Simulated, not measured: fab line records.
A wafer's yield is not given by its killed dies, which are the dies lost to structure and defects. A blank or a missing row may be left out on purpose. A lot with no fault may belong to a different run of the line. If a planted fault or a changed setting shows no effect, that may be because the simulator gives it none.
Lot-split experiment + flow n5Finfet + 7 lots, 21 wafers read, on a route of 1938 steps

== THE SPLIT ==
At N5_DUMMY_GATE_CVD_03 (deposits a-Si from SiH4, target thk 150 nm, time 8042 s), the setting tempC was moved away from the recipe's 530 C on 12 of the 21 wafers read, by -3.4% to +3.1%. For the rest of the wafers, this setting stayed at what the recipe calls for.

The reading comes from the split's own step.

== THE READING ==
a-Si_of_DUMMY_GATE_CVD_03.thkNm (the simulator's own value, which no gauge read), in nm, at N5_DUMMY_GATE_CVD_03 (deposits a-Si from SiH4, target thk 150 nm, time 8042 s). No usual value for it is given in the file. Average 151.6 nm, standard deviation 0.62 nm, over the 9 wafers here run with the recipe.

| wafer  | tool, chamber at the split | tempC as run, C | against the recipe | a-Si_of_DUMMY_GATE_CVD_03.thkNm, nm | against lot-mates on the recipe |
|--------|----------------------------|-----------------|--------------------|-------------------------------------|---------------------------------|
| L075.2 | -, -                       | 530             | recipe             | 151.6                               | -                               |
| L075.4 | -, -                       | 530             | recipe             | 151                                 | -                               |
| L075.6 | -, -                       | 530             | recipe             | 152                                 | -                               |
| L085.2 | -, -                       | 512.1           | -3.4%              | 88.6                                | no lot-mate on the recipe       |
| L085.3 | -, -                       | 512.1           | -3.4%              | 88.4                                | no lot-mate on the recipe       |
| L085.5 | -, -                       | 512.1           | -3.4%              | 89                                  | no lot-mate on the recipe       |
| L087.1 | -, -                       | 519.8           | -1.9%              | 114                                 | no lot-mate on the recipe       |
| L087.2 | -, -                       | 519.8           | -1.9%              | 114.8                               | no lot-mate on the recipe       |
| L087.3 | -, -                       | 519.8           | -1.9%              | 113.6                               | no lot-mate on the recipe       |
| L092.2 | -, -                       | 546.3           | +3.1%              | 238.4                               | no lot-mate on the recipe       |
| L092.5 | -, -                       | 546.3           | +3.1%              | 238.6                               | no lot-mate on the recipe       |
| L092.6 | -, -                       | 546.3           | +3.1%              | 239                                 | no lot-mate on the recipe       |
| L093.1 | -, -                       | 530             | recipe             | 152.2                               | -                               |
| L093.4 | -, -                       | 530             | recipe             | 150.8                               | -                               |
| L093.6 | -, -                       | 530             | recipe             | 150.6                               | -                               |
| L094.2 | lpcvd-01, 1/45             | 530             | recipe             | 152.4                               | -                               |
| L094.4 | lpcvd-01, 1/54,1/64        | 530             | recipe             | 152                                 | -                               |
| L094.6 | lpcvd-01, 1/54,1/64        | 530             | recipe             | 152                                 | -                               |
| L097.1 | -, -                       | 520.1           | -1.9%              | 113.2                               | no lot-mate on the recipe       |
| L097.4 | -, -                       | 520.1           | -1.9%              | 113.2                               | no lot-mate on the recipe       |
| L097.2 | -, -                       | 520.1           | -1.9%              | 111.8                               | no lot-mate on the recipe       |
If several chambers appear in one row, that row covers several wafers at once and the file leaves open which wafer was in which chamber.

THE FIT
A straight line over all 21 wafers: a-Si_of_DUMMY_GATE_CVD_03.thkNm changes by +23.2 nm for each +1% of tempC; r = +0.99; the points scatter about the line by 6.8 nm.
Too few moved wafers with a lot-mate on the recipe to fit a line net of each lot's own level.

== THE FILE'S OWN FIT ==
a-Si_of_DUMMY_GATE_CVD_03.thkNm changes by +23.2 nm for each +1% of tempC, r = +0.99.
